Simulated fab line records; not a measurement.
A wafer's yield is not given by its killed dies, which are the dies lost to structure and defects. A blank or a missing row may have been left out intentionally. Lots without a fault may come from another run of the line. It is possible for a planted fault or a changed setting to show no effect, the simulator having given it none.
Which tool did it?	flow nand harc	63 wafers from 21 lots sampled at 6 of the route's 1302 steps

== WHAT THE GAUGES SHOWED, per wafer ==
NHARC_A_SLIT_CD_MEAS_09 targets a cd of 300 nm. Usual: cd nm reads 299.9 nm (standard deviation 0.57).
lot	measured	on	cd nm (nm)	flag
L074	day 18 18:46	cd sem-02	299.8 300.0 299.7	
L075	day 19 00:42	cd sem-02	300.5 300.0 299.4	
L076	day 20 00:43	cd sem-01	300.0 299.8 299.6	
L078	day 19 23:43	cd sem-02	301.0 301.2 300.2	
L079	day 21 01:35	cd sem-01	300.0 299.8 298.9	
L080	day 21 05:22	cd sem-01	300.1 300.4 300.5	
L077	day 21 01:46	cd sem-01	300.7 300.3 299.2	
L081	day 22 07:29	cd sem-02	299.7 299.1 300.2	
L082	day 22 14:35	cd sem-03	300.6 299.9 299.7	
L085	day 23 01:19	cd sem-01	300.2 300.0 300.2	
L084	day 23 01:05	cd sem-02	300.4 299.6 300.7	
L087	day 23 23:46	cd sem-01	300.8 299.4 299.8	
L088	day 24 08:37	cd sem-01	299.4 299.7 299.4	
L089	day 24 08:27	cd sem-01	299.4 299.7 299.4	
L090	day 24 20:12	cd sem-03	300.0 299.8 299.1	
L092	day 26 04:19	cd sem-01	300.1 299.3 299.6	
L091	day 26 04:40	cd sem-02	300.1 300.0 300.4	
L094	day 27 09:59	cd sem-02	299.9 299.1 298.8	
L093	day 27 09:31	cd sem-03	301.3 299.8 300.3	
L095	day 27 21:28	cd sem-02	300.1 300.5 300.0	
L097	day 28 03:37	cd sem-03	301.1 300.4 300.7	

== WHICH TOOL RAN EACH LOT (tool, then ch and the chambers of the sampled wafers, then the start) ==
lot	NHARC_A_STAIRCASE_ETCH_453	NHARC_A_STAIRCASE_STRIP_476	NHARC_A_STAIRCASE_DEP_322	NHARC_A_SGD_CUT_DESCUM_14	NHARC_A_SGD_CUT_STRIP_17
L074	rie diel-08 ch 0,1, day 16 05:48 or earlier	rie diel-08 ch 1,2, day 16 05:48	pecvd-01 ch 1,2, day 17 02:29	rie diel-09 ch 1,2,3, day 18 04:07	rie diel-09 ch 2,3, day 18 18:46 or earlier
L075	rie diel-07 ch 1,2, day 16 09:34 or earlier	rie diel-07 ch 2,3, day 16 09:34	pecvd-01 ch 0,2, day 17 08:23	rie diel-12 ch 1,2,3, day 18 11:49	rie diel-12 ch 0,1, day 19 00:42 or earlier
L076	rie diel-07 ch 0,3, day 17 16:37 or earlier	rie diel-01 ch 0,1,2, day 17 16:37	pecvd-02 ch 0,1,2, day 18 10:55	rie diel-04 ch 0,1,3, day 19 10:32	rie diel-04 ch 2,3, day 20 00:43 or earlier
L078	rie diel-07 ch 1,2, day 17 18:39 or earlier	rie diel-01 ch 0,2,3, day 17 18:39	pecvd-04 ch 1,2, day 18 11:02	rie diel-12 ch 0,1,2, day 19 10:49	rie diel-12 ch 0,1,3, day 19 23:43 or earlier
L079	rie diel-01 ch 0,2, day 18 09:54 or earlier	rie diel-01 ch 0,2,3, day 18 09:54	pecvd-04 ch 0,2, day 19 08:58	rie diel-04 ch 1,3, day 20 11:03	rie diel-04 ch 2,3, day 21 01:35 or earlier
L080	rie diel-08 ch 0,2,3, day 18 20:39 or earlier	rie diel-07 ch 1,2,3, day 18 20:39	pecvd-02 ch 1,2, day 19 15:30	rie diel-09 ch 0,2, day 20 16:50	rie diel-04 ch 1,2,3, day 20 17:39
L077	rie diel-01 ch 0,1,3, day 18 21:26 or earlier	rie diel-01 ch 1,2, day 18 21:26	pecvd-01 ch 1,2, day 19 15:30	rie diel-12 ch 0,2,3, day 20 16:29	rie diel-12 ch 1,3, day 21 01:46 or earlier
L081	rie diel-08 ch 1,2,3, day 19 21:03 or earlier	rie diel-01 ch 0,1,2, day 19 21:03	pecvd-04 ch 0,2, day 20 19:22	rie diel-09 ch 0,3, day 21 19:49	rie diel-09 ch 1,2, day 22 07:29 or earlier
L082	rie diel-08 ch 1,2,3, day 20 05:08 or earlier	rie diel-08 ch 0,1,3, day 20 05:08	pecvd-04 ch 0,1, day 21 00:15	rie diel-04 ch 0,1,2, day 22 03:41	rie diel-09 ch 1,2,3, day 22 14:35 or earlier
L085	rie diel-07 ch 2,3, day 20 17:58 or earlier	rie diel-07 ch 0,2, day 20 17:58	pecvd-04 ch 0,2, day 21 14:02	rie diel-04 ch 0,2,3, day 22 13:41	rie diel-04 ch 0,1,2, day 23 01:19 or earlier
L084	rie diel-01 ch 0,1,3, day 20 18:06 or earlier	rie diel-01 ch 0,2,3, day 20 18:06	pecvd-01 ch 0,1,2, day 21 13:56	rie diel-04 ch 0,2,3, day 22 14:57	rie diel-04 ch 0,1,2, day 23 01:05 or earlier
L087	rie diel-08 ch 0,1,3, day 21 11:45 or earlier	rie diel-01 ch 0,1,3, day 21 11:45	pecvd-01 ch 0,1,2, day 22 06:26	rie diel-04 ch 1,2,3, day 23 08:29	rie diel-04 ch 1,2,3, day 23 23:46 or earlier
L088	rie diel-01 ch 0,1,3, day 21 21:57 or earlier	rie diel-08 ch 1,3, day 21 21:57	pecvd-01 ch 0,1, day 22 18:50	rie diel-04 ch 0,1,3, day 23 21:19	rie diel-04 ch 0,3, day 24 08:37 or earlier
L089	rie diel-08 ch 0,2, day 22 01:44 or earlier	rie diel-07 ch 2,3, day 22 01:44	pecvd-02 ch 0,2, day 22 18:55	rie diel-12 ch 0,2,3, day 23 20:43	rie diel-12 ch 0,1, day 24 08:27 or earlier
L090	rie diel-08 ch 1,2,3, day 22 10:55 or earlier	rie diel-08 ch 0,1, day 22 10:55	pecvd-01 ch 1,2, day 23 05:23	rie diel-09 ch 0,1, day 24 05:34	rie diel-09 ch 2,3, day 24 20:12 or earlier
L092	rie diel-08 ch 1,2,3, day 23 08:03 or earlier	rie diel-07 ch 1,2,3, day 23 08:03	pecvd-02 ch 0,1,2, day 24 09:34	rie diel-12 ch 0,1, day 25 11:25	rie diel-12 ch 0,1,3, day 26 04:19 or earlier
L091	rie diel-07 ch 1,2,3, day 23 18:53 or earlier	rie diel-01 ch 0,1, day 23 18:53	pecvd-01 ch 0,1,2, day 24 13:10	rie diel-09 ch 1,2, day 25 12:01	rie diel-09 ch 0,1, day 26 04:40 or earlier
L094	rie diel-01 ch 1,2, day 24 19:17 or earlier	rie diel-07 ch 0,1, day 24 19:17	pecvd-01 ch 0,1,2, day 25 19:26	rie diel-12 ch 2,3, day 26 22:38	rie diel-12 ch 0,2,3, day 27 09:59 or earlier
L093	rie diel-01 ch 1,2,3, day 24 23:26 or earlier	rie diel-08 ch 0,2,3, day 24 23:26	pecvd-02 ch 0,1, day 25 19:11	rie diel-04 ch 0,1,3, day 26 22:19	rie diel-04 ch 0,2,3, day 27 09:31 or earlier
L095	rie diel-08 ch 0,1,2, day 25 09:27 or earlier	rie diel-07 ch 0,1,3, day 25 09:27	pecvd-02 ch 0,2, day 26 06:45	rie diel-09 ch 1,3, day 27 06:55	rie diel-09 ch 0,1,3, day 27 21:28 or earlier
L097	rie diel-08 ch 0,1,3, day 25 18:55 or earlier	rie diel-01 ch 0,1,2, day 25 18:55	pecvd-01 ch 0,1,2, day 26 15:32	rie diel-12 ch 0,1,2, day 27 16:12	rie diel-12 ch 1,2,3, day 28 03:37 or earlier
- NHARC_A_STAIRCASE_ETCH_453: etches the open film in CF4/O2, target depth 30 nm, overetch 3 nm, time 16.5 s.
- NHARC_A_STAIRCASE_STRIP_476: strips in O2, time 20 s.
- NHARC_A_STAIRCASE_DEP_322: deposits SiO2, target thk 7200 nm.
- NHARC_A_SGD_CUT_DESCUM_14: chemistry O2, time 3 s.
- NHARC_A_SGD_CUT_STRIP_17: strips in O2.

== WHAT THE TOOLS THEMSELVES READ (means of the sampled wafers that have a number; where no wafer has one, the mark that the record gives instead) ==
NHARC_A_STAIRCASE_ETCH_453. Usual: value, then standard deviation, for each; chamber pressure mTorr 30.000 mTorr / 0.03; drypump motor current A 5.5 A / 0.46; oes_o_777_au 1.000 a.u. / 0.0043; oes product au 1.001 a.u. / 0.011; rf vpp V 197.6 V / 1.4; showerhead plenum p Torr 1.33 Torr / 0.059; throttle valve pct 13.396 % / 0.0091.
lot	tool	chamber pressure mTorr (mTorr)	drypump motor current A (A)	oes_o_777_au (a.u.)	oes product au (a.u.)	rf vpp V (V)	showerhead plenum p Torr (Torr)	throttle valve pct (%)	flag
L074	rie diel-08	29.989	5.4	0.999	1.006	196.7	1.32	13.398	
L075	rie diel-07	30.008	5.8	1.000	1.013	198.4	1.42	13.389	
L076	rie diel-07	30.017	4.7	0.997	0.996	197.6	1.35	13.402	
L078	rie diel-07	29.984	6.0	0.997	1.019	199.6	1.40	13.394	
L079	rie diel-01	29.995	5.6	1.001	0.997	198.5	1.37	13.394	
L080	rie diel-08	30.023	5.6	1.001	1.000	197.4	1.30	13.404	
L077	rie diel-01	29.988	5.4	1.002	0.994	197.3	1.31	13.394	
L081	rie diel-08	29.982	5.8	1.001	1.003	196.2	1.28	13.400	
L082	rie diel-08	29.998	5.8	0.994	0.996	196.3	1.28	13.401	
L085	rie diel-07	30.008	5.2	0.999	1.000	196.2	1.31	13.395	
L084	rie diel-01	30.005	5.4	1.002	1.004	198.0	1.31	13.395	
L087	rie diel-08	29.997	5.5	1.001	0.999	197.4	1.31	13.393	
L088	rie diel-01	29.995	5.4	1.003	1.006	196.8	1.30	13.400	
L089	rie diel-08	30.001	5.3	0.995	0.999	197.3	1.32	13.399	
L090	rie diel-08	29.982	5.8	1.005	0.999	197.1	1.28	13.403	
L092	rie diel-08	30.009	5.8	1.004	0.999	195.9	1.28	13.404	
L091	rie diel-07	30.003	5.5	0.997	0.992	198.3	1.35	13.392	
L094	rie diel-01	29.983	5.9	1.001	1.015	199.5	1.41	13.394	
L093	rie diel-01	30.015	5.7	0.996	1.008	199.3	1.40	13.393	
L095	rie diel-08	29.985	5.6	1.001	0.994	197.5	1.30	13.393	
L097	rie diel-08	29.990	5.5	0.999	0.996	197.0	1.30	13.402	

NHARC_A_STAIRCASE_STRIP_476. Usual: chamber pressure mTorr 59.99 mTorr, standard deviation 0.054; drypump motor current A 5.5 A, standard deviation 0.49; oes product au 1.001 a.u., standard deviation 0.0097; rf vpp V 57.7 V, standard deviation 0.92; showerhead plenum p Torr 3.53 Torr, standard deviation 0.16; throttle valve pct 17.037 %, standard deviation 0.0088.
lot	tool	chamber pressure mTorr (mTorr)	drypump motor current A (A)	oes product au (a.u.)	rf vpp V (V)	showerhead plenum p Torr (Torr)	throttle valve pct (%)	flag
L074	rie diel-08	59.97	6.0	0.992	57.1	3.39	17.032	
L075	rie diel-07	60.04	5.2	1.010	58.7	3.48	17.036	
L076	rie diel-01	60.02	5.5	1.005	57.3	3.49	17.044	
L078	rie diel-01	59.95	5.4	1.004	58.0	3.61	17.030	
L079	rie diel-01	59.98	5.4	0.995	57.8	3.60	17.036	
L080	rie diel-07	60.01	5.5	1.014	58.8	3.60	17.041	
L077	rie diel-01	59.93	5.9	0.995	58.0	3.56	17.036	
L081	rie diel-01	59.98	5.5	1.000	57.3	3.48	17.033	
L082	rie diel-08	60.05	5.5	1.007	58.2	3.46	17.031	
L085	rie diel-07	59.96	5.2	0.986	58.3	3.62	17.038	
L084	rie diel-01	59.99	5.4	1.008	57.6	3.59	17.042	
L087	rie diel-01	60.02	5.4	1.007	57.9	3.45	17.044	
L088	rie diel-08	59.97	5.7	1.007	57.9	3.39	17.042	
L089	rie diel-07	60.03	5.6	0.990	56.8	3.54	17.033	
L090	rie diel-08	59.96	5.4	0.998	58.1	3.46	17.031	
L092	rie diel-07	59.97	5.5	1.000	58.1	3.58	17.036	
L091	rie diel-01	59.99	5.2	1.008	56.7	3.56	17.037	
L094	rie diel-07	60.00	5.1	0.991	58.4	3.66	17.042	
L093	rie diel-08	60.01	5.6	1.007	57.9	3.42	17.043	
L095	rie diel-07	59.98	5.1	0.998	57.6	3.57	17.034	
L097	rie diel-01	60.02	5.5	1.018	58.8	3.63	17.039	

NHARC_A_STAIRCASE_DEP_322. Usual: heater power w reads 639 W (standard deviation 82).
lot	tool	heater power w (W)	flag
L074	pecvd-01	658	
L075	pecvd-01	670	
L076	pecvd-02	663	
L078	pecvd-04	573	
L079	pecvd-04	660	
L080	pecvd-02	614	
L077	pecvd-01	602	
L081	pecvd-04	629	
L082	pecvd-04	588	
L085	pecvd-04	672	
L084	pecvd-01	639	
L087	pecvd-01	690	
L088	pecvd-01	632	
L089	pecvd-02	703	
L090	pecvd-01	613	
L092	pecvd-02	636	
L091	pecvd-01	619	
L094	pecvd-01	610	
L093	pecvd-02	696	
L095	pecvd-02	693	
L097	pecvd-01	678	

NHARC_A_SGD_CUT_DESCUM_14. Usual: chamber pressure mTorr 60.00 mTorr, standard deviation 0.055; drypump motor current A 5.8 A, standard deviation 0.45; oes product au 0.995 a.u., standard deviation 0.011; rf vpp V 57.9 V, standard deviation 0.88; showerhead plenum p Torr 1.94 Torr, standard deviation 0.076; throttle valve pct 11.312 %, standard deviation 0.0099.
lot	tool	chamber pressure mTorr (mTorr)	drypump motor current A (A)	oes product au (a.u.)	rf vpp V (V)	showerhead plenum p Torr (Torr)	throttle valve pct (%)	flag
L074	rie diel-09	60.01	6.3	1.004	58.3	1.98	11.307	
L075	rie diel-12	60.01	5.7	0.995	58.8	2.01	11.312	
L076	rie diel-04	59.95	5.3	0.997	57.6	1.87	11.316	
L078	rie diel-12	60.03	5.6	0.987	58.1	1.97	11.315	
L079	rie diel-04	59.98	5.5	0.994	56.8	1.85	11.323	
L080	rie diel-09	59.98	5.9	0.995	58.3	2.00	11.315	
L077	rie diel-12	60.04	5.8	0.984	58.6	1.97	11.316	
L081	rie diel-09	60.01	6.3	1.000	57.7	1.93	11.309	
L082	rie diel-04	59.99	5.6	1.010	57.8	1.87	11.319	
L085	rie diel-04	59.93	5.2	0.990	57.6	1.86	11.311	
L084	rie diel-04	60.05	5.3	1.001	56.9	1.86	11.311	
L087	rie diel-04	59.97	5.5	0.992	56.9	1.84	11.312	
L088	rie diel-04	59.97	5.3	1.002	58.0	1.87	11.312	
L089	rie diel-12	60.00	5.8	0.994	58.3	1.97	11.323	
L090	rie diel-09	60.02	6.1	0.985	58.1	1.98	11.317	
L092	rie diel-12	59.99	5.5	1.004	58.1	1.96	11.305	
L091	rie diel-09	60.02	5.9	0.983	58.8	2.02	11.309	
L094	rie diel-12	59.95	5.9	0.997	57.8	2.01	11.300	
L093	rie diel-04	60.03	5.3	0.987	57.8	1.86	11.331	
L095	rie diel-09	60.05	6.4	0.980	58.5	1.96	11.314	
L097	rie diel-12	59.98	5.6	0.999	58.0	1.97	11.309	

NHARC_A_SGD_CUT_STRIP_17. Usual: chamber pressure mTorr 60.01 mTorr, standard deviation 0.058; drypump motor current A 5.8 A, standard deviation 0.5; oes product au 0.994 a.u., standard deviation 0.0095; rf vpp V 57.8 V, standard deviation 0.92; showerhead plenum p Torr 3.55 Torr, standard deviation 0.13; throttle valve pct 17.037 %, standard deviation 0.0086.
lot	tool	chamber pressure mTorr (mTorr)	drypump motor current A (A)	oes product au (a.u.)	rf vpp V (V)	showerhead plenum p Torr (Torr)	throttle valve pct (%)	flag
L074	rie diel-09	59.99	6.5	1.001	58.2	3.58	17.031	
L075	rie diel-12	60.00	5.5	0.998	57.7	3.62	17.031	
L076	rie diel-04	60.01	5.5	1.003	57.5	3.38	17.031	
L078	rie diel-12	60.00	5.7	0.999	57.6	3.62	17.046	
L079	rie diel-04	60.02	5.1	1.001	58.2	3.39	17.034	
L080	rie diel-04	60.08	5.5	1.000	57.7	3.39	17.042	
L077	rie diel-12	60.00	5.8	0.990	58.1	3.69	17.032	
L081	rie diel-09	60.01	6.0	0.981	58.2	3.70	17.039	
L082	rie diel-09	60.04	6.3	0.987	57.7	3.63	17.031	
L085	rie diel-04	60.07	5.6	0.999	57.8	3.44	17.030	
L084	rie diel-04	60.03	5.7	0.994	57.6	3.44	17.032	
L087	rie diel-04	60.02	5.5	1.002	58.1	3.39	17.038	
L088	rie diel-04	60.01	5.1	1.006	57.6	3.50	17.044	
L089	rie diel-12	60.01	5.6	1.001	57.2	3.54	17.040	
L090	rie diel-09	60.02	6.5	0.995	57.5	3.57	17.026	
L092	rie diel-12	59.96	5.7	0.992	59.0	3.61	17.039	
L091	rie diel-09	59.99	6.1	0.989	57.9	3.64	17.031	
L094	rie diel-12	60.01	5.8	0.984	57.3	3.62	17.043	
L093	rie diel-04	60.04	5.2	0.995	57.5	3.43	17.038	
L095	rie diel-09	60.06	6.4	0.982	58.2	3.58	17.035	
L097	rie diel-12	59.96	5.7	0.985	58.2	3.69	17.033	

== THE ANSWER, worked out from the rows above alone ==
Rule: take the mean of a lot's wafers that have a number; if it is more than 3 standard deviations from the usual mean, the lot is off. Also off: a lot with no number at a reading for which 4 or more lots have one. Where the step has rows for the other lots, those lots are counted as sound. After the gauges, taken in route order, come the tools' own readings; for these a lot's mean is taken, as printed above. The first step at which some lot is off is used, and at that step the reading that is off furthest; a lot without a number counts as furthest.
No lot is off at any reading shown: from this, nothing can be told.

== WHAT THE SIMULATOR HAD PUT IN ==
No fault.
